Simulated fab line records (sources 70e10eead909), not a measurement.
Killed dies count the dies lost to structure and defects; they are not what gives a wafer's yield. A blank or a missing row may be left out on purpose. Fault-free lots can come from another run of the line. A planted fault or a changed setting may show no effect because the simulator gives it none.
Which of the tools did it? / flow nand-harc / 14 lots, 42 wafers sampled, at 6 steps of a route of 1159

## WHAT EACH GAUGE READ, for each wafer
NHARC_A_START_INSPECT_01.
lot=L282; measured=day 6 21:53; on=defect-inspect-01; raw-defect-count=4 2 2
lot=L283; measured=day 7 03:22; on=defect-inspect-02; raw-defect-count=1 4 1
lot=L286; measured=day 7 11:43; on=defect-inspect-02; raw-defect-count=4 5 4
lot=L285; measured=day 7 18:04; on=defect-inspect-01; raw-defect-count=3 3 4
lot=L289; measured=day 8 04:31; on=defect-inspect-02; raw-defect-count=3 3 2
lot=L291; measured=day 8 13:35; on=defect-inspect-01; raw-defect-count=1 3 4
lot=L292; measured=day 8 15:05; on=defect-inspect-02; raw-defect-count=3 1 3
lot=L290; measured=day 8 16:11; on=defect-inspect-01; raw-defect-count=2 1 2
lot=L293; measured=day 9 20:08; on=defect-inspect-02; raw-defect-count=4 3 3
lot=L295; measured=day 9 21:01; on=defect-inspect-01; raw-defect-count=0 1 4
lot=L294; measured=day 9 21:49; on=defect-inspect-01; raw-defect-count=2 4 3
lot=L297; measured=day 10 12:44; on=defect-inspect-01; raw-defect-count=4 3 7
lot=L301; measured=day 11 07:53; on=defect-inspect-02; raw-defect-count=7 5 2
lot=L303; measured=day 11 15:43; on=defect-inspect-02; raw-defect-count=2 4 3

NHARC_A_ZERO_WELL_CD_MEAS_10: target cd 2000 nm.
lot=L282; measured=day 6 22:45; on=cd-sem-02; cd-nm (nm)=1999.1 1996.4 1999.3
lot=L283; measured=day 7 04:12; on=cd-sem-02; cd-nm (nm)=1999.1 1994.7 1994.0
lot=L286; measured=day 7 12:26; on=cd-sem-01; cd-nm (nm)=1998.1 2002.9 2001.1
lot=L285; measured=day 7 18:54; on=cd-sem-01; cd-nm (nm)=2001.1 2000.1 2004.2
lot=L289; measured=day 8 05:21; on=cd-sem-02; cd-nm (nm)=2000.7 1999.6 1996.8
lot=L291; measured=day 8 14:25; on=cd-sem-01; cd-nm (nm)=1998.7 1998.3 1999.5
lot=L292; measured=day 8 15:57; on=cd-sem-03; cd-nm (nm)=1996.9 1998.2 2000.4
lot=L290; measured=day 8 17:02; on=cd-sem-01; cd-nm (nm)=2001.0 2001.1 1996.8
lot=L293; measured=day 9 20:55; on=cd-sem-01; cd-nm (nm)=2000.1 1996.9 1998.6
lot=L295; measured=day 9 21:52; on=cd-sem-01; cd-nm (nm)=1998.5 1996.4 1998.3
lot=L294; measured=day 9 22:39; on=cd-sem-01; cd-nm (nm)=1997.8 1997.9 2001.6
lot=L297; measured=day 10 13:35; on=cd-sem-01; cd-nm (nm)=1996.1 1999.2 1999.8
lot=L301; measured=day 11 08:44; on=cd-sem-03; cd-nm (nm)=2000.2 1996.5 1997.0
lot=L303; measured=day 11 16:28; on=cd-sem-02; cd-nm (nm)=2000.4 2003.4 2003.3

NHARC_A_ONON_D1_THK_MEAS_05: measures by ellipsometry.
lot=L282; measured=day 7 22:27; on=film-metro-02; thk-nm (nm)=1004 1007 1005
lot=L283; measured=day 8 03:34; on=film-metro-01; thk-nm (nm)=979 979 981
lot=L286; measured=day 8 11:03; on=film-metro-01; thk-nm (nm)=1019 1016 1018
lot=L285; measured=day 8 18:35; on=film-metro-02; thk-nm (nm)=1019 1020 1021
lot=L289; measured=day 9 02:37; on=film-metro-02; thk-nm (nm)=1000 1002 1001
lot=L291; measured=day 9 14:33; on=film-metro-01; thk-nm (nm)=993 994 993
lot=L292; measured=day 9 14:12; on=film-metro-02; thk-nm (nm)=1017 1015 1015
lot=L290; measured=day 9 14:32; on=film-metro-01; thk-nm (nm)=993 995 991
lot=L293; measured=day 10 20:03; on=film-metro-01; thk-nm (nm)=994 995 995
lot=L295; measured=day 10 20:24; on=film-metro-02; thk-nm (nm)=1006 1006 1006
lot=L294; measured=day 10 20:11; on=film-metro-02; thk-nm (nm)=1013 1012 1008
lot=L297; measured=day 11 11:47; on=film-metro-01; thk-nm (nm)=1008 1010 1011
lot=L301; measured=day 12 09:29; on=film-metro-02; thk-nm (nm)=1004 1005 1005
lot=L303; measured=day 12 15:02; on=film-metro-02; thk-nm (nm)=1001 1003 1003

NHARC_A_ONON_D1_THK_MEAS_21: measures by ellipsometry.
lot=L282; measured=day 8 07:47; on=film-metro-01; thk-nm (nm)=991 992 991
lot=L283; measured=day 8 13:05; on=film-metro-01; thk-nm (nm)=998 998 997
lot=L286; measured=day 8 20:24; on=film-metro-01; thk-nm (nm)=997 996 998
lot=L285; measured=day 9 04:07; on=film-metro-01; thk-nm (nm)=997 997 999
lot=L289; measured=day 9 12:01; on=film-metro-01; thk-nm (nm)=1010 1011 1009
lot=L291; measured=day 10 02:45; on=film-metro-01; thk-nm (nm)=1004 1005 1004
lot=L292; measured=day 10 02:43; on=film-metro-02; thk-nm (nm)=1006 1005 1006
lot=L290; measured=day 10 02:43; on=film-metro-01; thk-nm (nm)=1009 1009 1010
lot=L293; measured=day 11 06:41; on=film-metro-02; thk-nm (nm)=1003 1004 1005
lot=L295; measured=day 11 06:54; on=film-metro-02; thk-nm (nm)=996 995 995
lot=L294; measured=day 11 06:32; on=film-metro-01; thk-nm (nm)=1005 1003 1004
lot=L297; measured=day 11 22:42; on=film-metro-01; thk-nm (nm)=1004 1003 1006
lot=L301; measured=day 12 18:53; on=film-metro-01; thk-nm (nm)=985 543 987
lot=L303; measured=day 13 00:24; on=film-metro-01; thk-nm (nm)=992 992 549

NHARC_END_SORT_01.
lot=L301; measured=day 24 04:02; on=prober-01; killed-at-array=47 674 47; killed-at-other=0 0 1; killed-at-periphery=0 3 0; killed-dies=47 677 48; killed-open=4 3 1; killed-short=1 5 5
lot=L303; measured=day 24 04:02; on=prober-02; killed-at-array=29 22 676; killed-at-other=0 0 0; killed-at-periphery=2 6 1; killed-dies=31 28 677; killed-open=4 4 1; killed-short=0 1 0

## EACH LOT AND THE TOOL THAT RAN IT (in order: tool; ch and the chambers of the sampled wafers; start)
lot=L282; NHARC_A_ONON_D1_DEP_19=pecvd-onon-04 ch 0, day 8 07:16
lot=L283; NHARC_A_ONON_D1_DEP_19=pecvd-onon-02 ch 0, day 8 12:34
lot=L286; NHARC_A_ONON_D1_DEP_19=pecvd-onon-02 ch 0, day 8 19:56
lot=L285; NHARC_A_ONON_D1_DEP_19=pecvd-onon-02 ch 0, day 9 03:43
lot=L289; NHARC_A_ONON_D1_DEP_19=pecvd-onon-04 ch 0, day 9 11:34
lot=L291; NHARC_A_ONON_D1_DEP_19=pecvd-onon-04 ch 0, day 10 02:18
lot=L292; NHARC_A_ONON_D1_DEP_19=pecvd-onon-03 ch 0, day 10 02:16
lot=L290; NHARC_A_ONON_D1_DEP_19=pecvd-onon-02 ch 0, day 10 02:12
lot=L293; NHARC_A_ONON_D1_DEP_19=pecvd-onon-02 ch 0, day 11 06:20
lot=L295; NHARC_A_ONON_D1_DEP_19=pecvd-onon-03 ch 0, day 11 06:23
lot=L294; NHARC_A_ONON_D1_DEP_19=pecvd-onon-03 ch 0, day 11 06:05
lot=L297; NHARC_A_ONON_D1_DEP_19=pecvd-onon-04 ch 0, day 11 22:11
lot=L301; NHARC_A_ONON_D1_DEP_19=pecvd-onon-04 ch 0, day 12 18:26
lot=L303; NHARC_A_ONON_D1_DEP_19=pecvd-onon-04 ch 0, day 12 23:57
- NHARC_A_ONON_D1_DEP_19: target thk 1000 nm.

## AS READ BY THE TOOLS THEMSELVES (means over the sampled wafers that have a number; for cases with no such wafer, the mark the record gives instead)
The record holds no such reading with a usual standard deviation.

## THE ANSWER, worked out from the rows above alone
Rule: what is usual is taken from the lots themselves. Put in order of their means at a reading, lots are off if they are a third of the lots or fewer, leave a main group of 4 or more, and stand apart from it by a gap of 3 or more times the standard deviation of the main group's means; of several such gaps the widest counts. A main group is skipped when, at the precision printed for the reading in the tables above, its means are all equal. A lot without any number at a reading at which 4 lots or more have one is off too. The other lots that the step has rows for count as sound. After the gauges, taken in route order, come the tools' own readings; for these a lot's mean is taken, as printed above. At the first step where some lot is off, the reading lying furthest off is the one used; lots without a number count as furthest.
Off: L301, L303, at NHARC_A_ONON_D1_THK_MEAS_21 (thk-nm). Mean 1002 nm and standard deviation 5.6 in the main group.
A tool fits if, at a process step before that reading, it ran every lot that is off, and no sound lot after the first of them. The gauges at NHARC_A_ONON_D1_THK_MEAS_21 are tried like those tools. Can't be told from this: 2 tools fit, pecvd-onon-04 at NHARC_A_ONON_D1_DEP_19, film-metro-01 at NHARC_A_ONON_D1_THK_MEAS_21.

## WHAT THE SIMULATOR PUT IN
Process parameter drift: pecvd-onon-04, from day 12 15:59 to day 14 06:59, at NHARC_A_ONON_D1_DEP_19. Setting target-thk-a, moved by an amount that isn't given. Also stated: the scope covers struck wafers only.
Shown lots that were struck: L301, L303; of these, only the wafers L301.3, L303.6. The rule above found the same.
